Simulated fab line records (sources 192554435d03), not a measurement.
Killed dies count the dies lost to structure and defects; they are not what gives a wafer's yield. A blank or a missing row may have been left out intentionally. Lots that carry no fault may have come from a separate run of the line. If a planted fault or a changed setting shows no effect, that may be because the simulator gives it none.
Split-lot study + flow n5_finfet + 7 lots, 21 wafers read, on a route of 1938 steps

THE SPLIT
At N5_BEOL_M13_COAT_04 (resist thk 400 nm), the setting spin_rpm was moved away from the recipe's 1625 rpm on 5 of the 21 wafers read, by -7.1% to +10.5%. This setting was run at the recipe's value on the other wafers.

FROM THE SPLIT TO THE READING: what the file shows between them, 4 steps
- N5_BEOL_M13_EBR_06
- N5_BEOL_M13_SOFTBAKE_05: time 60 s
- N5_BEOL_M13_DESCUM_15: chemistry O2, time 7.9 s
- N5_BEOL_M13_ETCH_59: etches BARC in N2/H2, target depth 89 nm, overetch 26.7 nm, time 67.9 s

THE READING
coat_of_BEOL_M13_COAT_04.thk_nm (the simulator's own value, which no gauge read), in nm, at N5_BEOL_M13_VIA_ETCH_16 (etches SiOC in C4F8/O2/Ar, target depth 921.7 nm). No usual value for it is given in the file. Across the 16 wafers here that went through the recipe, the average is 69.7 nm and the standard deviation 3.7 nm.

| wafer  | tool, chamber at the split | spin_rpm as run, rpm | against the recipe | coat_of_BEOL_M13_COAT_04.thk_nm, nm | against lot-mates on the recipe |
|--------|----------------------------|----------------------|--------------------|-------------------------------------|---------------------------------|
| L075.2 | litho_track-05, 0          | 1625                 | recipe             | 74.6                                | -                               |
| L075.3 | litho_track-05, 0          | 1625                 | recipe             | 71.8                                | -                               |
| L075.4 | litho_track-05, 0          | 1625                 | recipe             | 69.2                                | -                               |
| L078.1 | litho_track-03, 0          | 1795                 | +10.5%             | 51.4                                | -22.0                           |
| L078.3 | litho_track-03, 0          | 1625                 | recipe             | 73.4                                | -                               |
| L078.6 | litho_track-03, 0          | 1795                 | +10.5%             | 52.2                                | -21.2                           |
| L077.1 | litho_track-03, 0          | 1625                 | recipe             | 73.6                                | -                               |
| L077.3 | litho_track-03, 0          | 1625                 | recipe             | 73.4                                | -                               |
| L077.4 | litho_track-03, 0          | 1672                 | +2.9%              | 64.6                                | -8.9                            |
| L084.2 | litho_track-02, 0          | 1625                 | recipe             | 70.4                                | -                               |
| L084.4 | litho_track-02, 0          | 1625                 | recipe             | 68.4                                | -                               |
| L084.6 | litho_track-02, 0          | 1625                 | recipe             | 62.4                                | -                               |
| L087.1 | litho_track-03, 0          | 1625                 | recipe             | 71.6                                | -                               |
| L087.5 | litho_track-03, 0          | 1625                 | recipe             | 71.6                                | -                               |
| L087.6 | litho_track-03, 0          | 1625                 | recipe             | 69.2                                | -                               |
| L088.2 | litho_track-03, 0          | 1625                 | recipe             | 66.8                                | -                               |
| L088.3 | litho_track-03, 0          | 1625                 | recipe             | 70.2                                | -                               |
| L088.6 | litho_track-03, 0          | 1736                 | +6.8%              | 55.4                                | -13.1                           |
| L091.1 | litho_track-03, 0          | 1509                 | -7.1%              | 82.2                                | +18.3                           |
| L091.4 | litho_track-03, 0          | 1625                 | recipe             | 65.2                                | -                               |
| L091.6 | litho_track-03, 0          | 1625                 | recipe             | 62.6                                | -                               |

THE FIT
A straight line over all 21 wafers: coat_of_BEOL_M13_COAT_04.thk_nm changes by -1.77 nm for each +1% of spin_rpm; r = -0.90; the points scatter about the line by 3.4 nm.
The same after taking each lot's own level away (the mean of its wafers on the recipe; 21 wafers): -2.16 nm for each +1%; r = -0.97; scatter 2.1 nm.
According to that fit, moving spin_rpm by its largest amount changes the reading by 23 nm.
The lots' own levels span 63.90 to 73.50 nm, that is 2.6 times the standard deviation above.
In other words, the slope is changed by the lot-to-lot level; the two fits disagree.
Check: with one of the wafers moved furthest among these (+10.5%) left out of the fit, the line predicts -22.6 nm for it against its lot-mates. It came out at -22 nm against them.

FURTHER SPLITS ON THESE WAFERS
Other splits were also applied to these wafers ahead of the reading. Each is held against what the fit with the lots' levels taken away leaves over:
| other split on the same wafers | wafers away from the commonest value | r with coat_of_BEOL_M13_COAT_04.thk_nm (lot level and that fit taken away) |
|--------------------------------|--------------------------------------|----------------------------------------------------------------------------|
| N5_BEOL_M13_COAT_58 spin_rpm   | 9                                    | -0.03                                                                      |

THE WHOLE CHAIN: every reading that the file lists as answering this split, in the file's order
| step                    | what it does                                     | reading                                                                          | change (the file's fit)              | r (the file's) |
|-------------------------|--------------------------------------------------|----------------------------------------------------------------------------------|--------------------------------------|----------------|
| N5_BEOL_M13_COAT_04     | resist thk 400 nm                                | coat_of_BEOL_M13_COAT_04.thk_nm (the simulator's own value, which no gauge read) | -1.91 nm for each +1% of the setting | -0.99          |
| N5_BEOL_M13_VIA_ETCH_16 | etches SiOC in C4F8/O2/Ar, target depth 921.7 nm | coat_of_BEOL_M13_COAT_04.thk_nm (the simulator's own value, which no gauge read) | -2.19 nm for each +1% of the setting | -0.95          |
| N5_BEOL_M13_STRIP_63    | strips in N2/H2                                  | strip_time_to_endpoint_s                                                         | withheld for each +1% of the setting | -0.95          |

THE FILE'S OWN FIT
coat_of_BEOL_M13_COAT_04.thk_nm changes by -2.19 nm for each +1% of spin_rpm, r = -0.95.
